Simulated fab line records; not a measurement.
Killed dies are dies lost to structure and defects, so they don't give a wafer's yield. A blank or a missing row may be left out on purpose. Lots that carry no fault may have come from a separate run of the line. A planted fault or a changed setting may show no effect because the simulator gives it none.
Matching of chambers -- flow n5-finfet -- ald-sin-04 running N5_MOL_CONTACT_COAG_ALD_133: 4 sister chambers
The step deposits SiO2, target thk 5 nm, pulse time 1 s, co reactant pulse time 1 s. 8 wafers are shown with their chamber, then 8 later ones without.

## EACH WAFER AND ITS CHAMBER
wafer,chamber,heater-power-w (W),precursor-pulse-height-rel
L078.6,2,88,1.036
L080.2,1,86,1.002
L080.6,1,90,0.986
L087.5,0,91,0.992
L089.1,0,91,0.978
L089.5,3,66,0.938
L089.6,2,85,0.959
L088.1,3,67,1.020

## WAFERS MISSING THEIR CHAMBER
wafer,heater-power-w (W),precursor-pulse-height-rel
L088.3,92,0.980
L088.5,84,1.034
L090.1,91,1.023
L090.2,66,0.979
L090.5,88,0.981
L092.1,66,0.993
L092.2,86,0.984
L092.6,66,0.986

## WHICH CHAMBER EACH WENT THROUGH
wafer,from the rows above,in truth
L088.3,can't be placed: 0 or 1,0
L088.5,can't be placed: 2 or 1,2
L090.1,can't be placed: 0 or 1 or 2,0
L090.2,3,3
L090.5,can't be placed: 1 or 2 or 0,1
L092.1,3,3
L092.2,can't be placed: 2 or 1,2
L092.6,3,3
Correctly placed: 3 of 8. Unplaceable from these rows: 5, with the true chamber sitting among the candidates in 5. Placed wrongly: 0.
How it was worked out, from the rows above alone: a wafer's distance from a chamber is the root of the sum, over the readings, of the square of ((its reading less the chamber's mean) divided by the reading's scatter). The wafer belongs to the nearest chamber; if the next one is less than 2 further off, it can't be placed. The mean given for a chamber averages the wafers shown for that chamber. How the scatter is found: for the shown wafers, subtract from each reading the mean of its chamber, square and add these, divide the total by (wafers less chambers), then take the root.
